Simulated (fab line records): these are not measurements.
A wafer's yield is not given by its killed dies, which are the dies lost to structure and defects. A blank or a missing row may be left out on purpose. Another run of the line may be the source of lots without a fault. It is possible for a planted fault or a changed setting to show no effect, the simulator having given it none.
Chamber matching    flow n5Finfet    N5_BEOL_M1_DEP_57 on pecvd-03: 3 sister chambers
The step deposits SiCN from 3MS/NH3, target thk 8 nm, time 14 s. 14 wafers are shown with their chamber, then 7 later ones without.

== EACH WAFER AND ITS CHAMBER ==
wafer   chamber  showerheadPlenumPTorr (Torr)  throttleValvePct (%)  chamberPressureTorr (Torr)
L075.3  1        3.671                         9.5                   2.997
L075.4  2        3.636                         8.4                   3.005
L075.5  1        3.664                         9.6                   2.999
L080.1  0        3.681                         9.0                   2.995
L080.3  1        3.677                         9.5                   3.009
L080.6  0        3.683                         8.9                   2.996
L083.1  0        3.695                         8.8                   2.998
L083.4  2        3.636                         8.9                   2.999
L083.5  0        3.694                         9.0                   3.003
L085.2  2        3.643                         8.9                   2.998
L085.4  2        3.650                         8.4                   3.004
L085.5  1        3.670                         9.7                   3.001
L087.3  2        3.654                         8.6                   3.010
L087.4  0        3.696                         9.0                   3.000

SIGNATURES, as means of the wafers listed above
reading                chamber 0  chamber 1  chamber 2  scatter within a chamber
showerheadPlenumPTorr  3.68980    3.67050    3.64380    0.00711
throttleValvePct       8.940      9.575      8.640      0.168
chamberPressureTorr    2.99840    3.00150    3.00320    0.00446
Rule: a wafer's distance from a chamber is the root of the sum, over the readings, of the square of ((its reading less the chamber's mean) divided by the reading's scatter). If the next closest chamber is less than 2 further off than the closest, the wafer can't be placed; otherwise it belongs to the closest. How the scatter is found: for the shown wafers, subtract from each reading the mean of its chamber, square and add these, divide the total by (wafers less chambers), then take the root.

== WAFERS WITHOUT THEIR CHAMBER ==
wafer   showerheadPlenumPTorr (Torr)  throttleValvePct (%)  chamberPressureTorr (Torr)
L087.6  3.650                         8.6                   3.006
L090.1  3.680                         9.0                   2.996
L090.3  3.644                         8.8                   3.001
L090.5  3.697                         8.8                   3.010
L091.1  3.686                         9.0                   2.997
L091.2  3.669                         9.7                   3.009
L091.3  3.639                         8.6                   2.992

== WHICH CHAMBER EACH WENT THROUGH ==
wafer   from the rows above  in truth
L087.6  2                    2
L090.1  0                    0
L090.3  2                    2
L090.5  0                    0
L091.1  0                    0
L091.2  1                    1
L091.3  2                    2
7 of 7 placed correctly. Can't be placed from these rows: 0. Number placed wrongly: 0.
